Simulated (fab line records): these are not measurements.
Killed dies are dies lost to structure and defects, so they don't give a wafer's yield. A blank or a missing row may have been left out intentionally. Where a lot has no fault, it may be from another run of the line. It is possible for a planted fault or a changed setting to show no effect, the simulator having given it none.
Split-lot experiment | flow n5_finfet | 21 wafers read across 7 lots, on a route 1938 steps long

## SPLIT DETAILS
At N5_BEOL_M15_PEB_26 (peb time 90 s), the setting peb_temp_c was moved away from the recipe's 130 C on 9 of the 21 wafers read, by -1.8% to +2.8%. All remaining wafers had this setting at the recipe value.

## FROM THE SPLIT TO THE READING: what the file shows between them, 2 steps
- N5_BEOL_M15_DEVELOP_27: develop time 45 s
- N5_BEOL_M15_HARDBAKE_32: time 120 s

## THE READING
cd_nm at N5_BEOL_M15_CD_MEAS_28, given in nm (cd target 407.6 nm). Typical for fault-free wafers on this fab line: 407.4 nm, with standard deviation 1.6 nm.

wafer  | tool, chamber at the split | peb_temp_c as run, C | against the recipe | cd_nm, nm | against lot-mates on the recipe
L076.1 | litho_track-02, 0          | 129                  | -0.8%              | 402.3     | -4.4
L076.2 | litho_track-02, 0          | 130                  | recipe             | 406.7     | -
L076.6 | litho_track-02, 0          | 129                  | -0.8%              | 402.3     | -4.4
L081.2 | litho_track-02, 0          | 131.3                | +1.0%              | 412.7     | no lot-mate on the recipe
L081.5 | litho_track-02, 0          | 131.3                | +1.0%              | 412.9     | no lot-mate on the recipe
L081.6 | litho_track-02, 0          | 131.3                | +1.0%              | 413.1     | no lot-mate on the recipe
L086.3 | litho_track-04, 0          | 130                  | recipe             | 405.5     | -
L086.4 | litho_track-04, 0          | 130                  | recipe             | 405.4     | -
L086.5 | litho_track-04, 0          | 130                  | recipe             | 404.8     | -
L089.2 | litho_track-04, 0          | 130                  | recipe             | 407.2     | -
L089.3 | litho_track-04, 0          | 130                  | recipe             | 406.3     | -
L089.4 | litho_track-04, 0          | 130                  | recipe             | 409.5     | -
L091.3 | litho_track-03, 0          | 130                  | recipe             | 410.0     | -
L091.4 | litho_track-03, 0          | 130                  | recipe             | 409.8     | -
L091.5 | litho_track-03, 0          | 130                  | recipe             | 407.4     | -
L095.2 | litho_track-02, 0          | 133.7                | +2.8%              | 422.7     | no lot-mate on the recipe
L095.4 | litho_track-02, 0          | 133.7                | +2.8%              | 420.3     | no lot-mate on the recipe
L095.6 | litho_track-02, 0          | 133.7                | +2.8%              | 421.6     | no lot-mate on the recipe
L097.1 | litho_track-04, 0          | 130                  | recipe             | 409.5     | -
L097.3 | litho_track-04, 0          | 130                  | recipe             | 407.6     | -
L097.6 | litho_track-04, 0          | 127.7                | -1.8%              | 396.7     | -11.9

THE FIT
A straight line over all 21 wafers: cd_nm changes by +5.24 nm for each +1% of peb_temp_c; r = +0.97; the points scatter about the line by 1.6 nm.
The same after taking each lot's own level away (the mean of its wafers on the recipe; 15 wafers): +6.47 nm for each +1%; r = +0.96; scatter 0.98 nm.
Per that fit: largest peb_temp_c move, reading shift of 18 nm.
The span of the lots' own levels, 405.23 to 409.07 nm, comes to 2.4 times the standard deviation stated above.
So the slope is not independent of the lot-to-lot level: the two fits are not the same.
Check: with one of the wafers moved furthest among these (-1.8%) left out of the fit, the line predicts -10.1 nm for it against its lot-mates. It came out at -11.9 nm against them.

## OTHER SPLITS APPLIED TO THESE WAFERS
Other splits were also applied to these wafers ahead of the reading. Each is held against what the fit with the lots' levels taken away leaves over:
other split on the same wafers | wafers away from the commonest value | r with cd_nm (lot level and that fit taken away)
N5_BEOL_M14_ETCH_68 time_s     | 7                                    | -0.28

## THE WHOLE CHAIN: every reading that the file lists as answering this split, in the file's order
step                       | what it does                                                            | reading                                                         | change (the file's fit)              | r (the file's)
N5_BEOL_M15_CD_MEAS_28     | target cd 407.6 nm                                                      | cd_nm                                                           | +6.52 nm for each +1% of the setting | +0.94
N5_BEOL_M15_ETCH_61        | etches BARC in N2/H2, target depth 89 nm, overetch 26.7 nm, time 67.9 s | BEOL_M15.cd_nm (the simulator's own value, which no gauge read) | +6.13 nm for each +1% of the setting | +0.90
N5_BEOL_M15_TRENCH_ETCH_34 | etches SiO2 in C4F8/O2/Ar, target depth 872.93 nm, time 199 s           | BEOL_M15.cd_nm (the simulator's own value, which no gauge read) | +5.86 nm for each +1% of the setting | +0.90
N5_BEOL_M15_ETCH_38        | etches SiCN in CF4/N2, target depth 106.4 nm, time 120.5 s              | BEOL_M15.cd_nm (the simulator's own value, which no gauge read) | +5.82 nm for each +1% of the setting | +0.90

## FILE'S OWN FIT
cd_nm changes by +6.52 nm for each +1% of peb_temp_c, r = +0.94.
